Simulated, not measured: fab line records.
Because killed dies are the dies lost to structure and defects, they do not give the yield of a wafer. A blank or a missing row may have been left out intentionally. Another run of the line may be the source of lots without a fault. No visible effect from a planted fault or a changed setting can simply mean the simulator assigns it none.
Chamber matching + flow n5 finfet + N5_FIN_SAQP_ETCH_57 on rie diel-02: 4 sister chambers
The step etches SiNx in CH3F/O2, target depth 32.5 nm, time 46.4 s. 4 wafers are shown with their chamber, then 9 later ones without.

== WAFERS, EACH WITH ITS CHAMBER ==
| wafer  | chamber | showerhead plenum p Torr (Torr) |
|--------|---------|---------------------------------|
| L083.5 | 2       | 2.08                            |
| L085.1 | 1       | 1.92                            |
| L087.3 | 0       | 1.90                            |
| L087.5 | 3       | 1.91                            |

== WAFERS WHOSE CHAMBER IS MISSING ==
| wafer  | showerhead plenum p Torr (Torr) |
|--------|---------------------------------|
| L089.1 | 1.90                            |
| L089.2 | 1.91                            |
| L089.5 | 1.91                            |
| L092.2 | 1.92                            |
| L092.3 | 2.08                            |
| L092.5 | 1.91                            |
| L095.3 | 2.07                            |
| L095.4 | 1.92                            |
| L095.5 | 1.91                            |

== THE CHAMBER EACH PASSED THROUGH ==
| wafer  | from the rows above | in truth |
|--------|---------------------|----------|
| L089.1 | 0                   | 0        |
| L089.2 | 3                   | 3        |
| L089.5 | 3                   | 3        |
| L092.2 | 1                   | 1        |
| L092.3 | 2                   | 2        |
| L092.5 | 3                   | 3        |
| L095.3 | 2                   | 2        |
| L095.4 | 1                   | 1        |
| L095.5 | 3                   | 3        |
Correct placement for 9 of the 9. From these rows, 0 cannot be placed. Wrongly placed: 0.
How it was worked out, from the rows above alone: a wafer's distance from a chamber is the root of the sum, over the readings, of the square of ((its reading less the chamber's mean) divided by the reading's scatter). If the next closest chamber is less than 2 further off than the closest, the wafer can't be placed; otherwise it belongs to the closest. Each chamber's mean is taken over the wafers shown for it. The scatter: root of mean squared gap, hidden wafer to nearest shown wafer, with one shown wafer a chamber.
